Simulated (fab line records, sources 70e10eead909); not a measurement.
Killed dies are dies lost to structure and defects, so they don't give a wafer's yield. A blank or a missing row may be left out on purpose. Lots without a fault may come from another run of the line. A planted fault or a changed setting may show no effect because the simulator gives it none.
Chamber matching | flow nand_harc | NHARC_A_CHANNEL_FILL_D1_CMP_10 on cmp-03: 4 sister chambers
The step polishes, target thk 150 nm. 8 wafers are shown with their chamber, then 6 later ones without.

WAFERS WITH THEIR CHAMBER
wafer  | chamber | motor_current_A (A) | time_to_endpoint_s (s)
L430.4 | 0       | 12.4                | 11.2
L430.5 | 1       | 9.2                 | 10.7
L433.5 | 1       | 10.1                | 19.2
L448.1 | 0       | 12.7                | 16.2
L448.5 | 2       | 13.0                | 17.1
L449.3 | 3       | 11.5                | 11.7
L449.5 | 2       | 13.5                | 13.3
L449.6 | 3       | 11.6                | 16.0

WAFERS WITHOUT THEIR CHAMBER
wafer  | motor_current_A (A) | time_to_endpoint_s (s)
L452.1 | 12.8                | 14.2
L452.5 | 9.7                 | 13.7
L452.6 | 13.6                | 13.8
L453.1 | 11.9                | 12.3
L453.4 | 13.0                | 11.6
L453.5 | 13.9                | 14.0

WHICH CHAMBER EACH WENT THROUGH
wafer  | from the rows above     | in truth
L452.1 | can't be placed: 0 or 2 | 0
L452.5 | 1                       | 1
L452.6 | can't be placed: 2 or 0 | 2
L453.1 | can't be placed: 3 or 0 | 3
L453.4 | can't be placed: 2 or 0 | 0
L453.5 | can't be placed: 2 or 0 | 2
Placed correctly: 1 of 6. Can't be placed from these rows: 5 (the true chamber is among the candidates in 5). Placed wrongly: 0.
How it was worked out, from the rows above alone: a wafer's distance from a chamber is the root of the sum, over the readings, of the square of ((its reading less the chamber's mean) divided by the reading's scatter). The wafer belongs to the nearest chamber; if the next one is less than 2 further off, it can't be placed. A chamber's mean is the mean of its shown wafers. The scatter: the root of (the sum of the squares of (reading less its chamber's mean) over the shown wafers, divided by (wafers less chambers)).
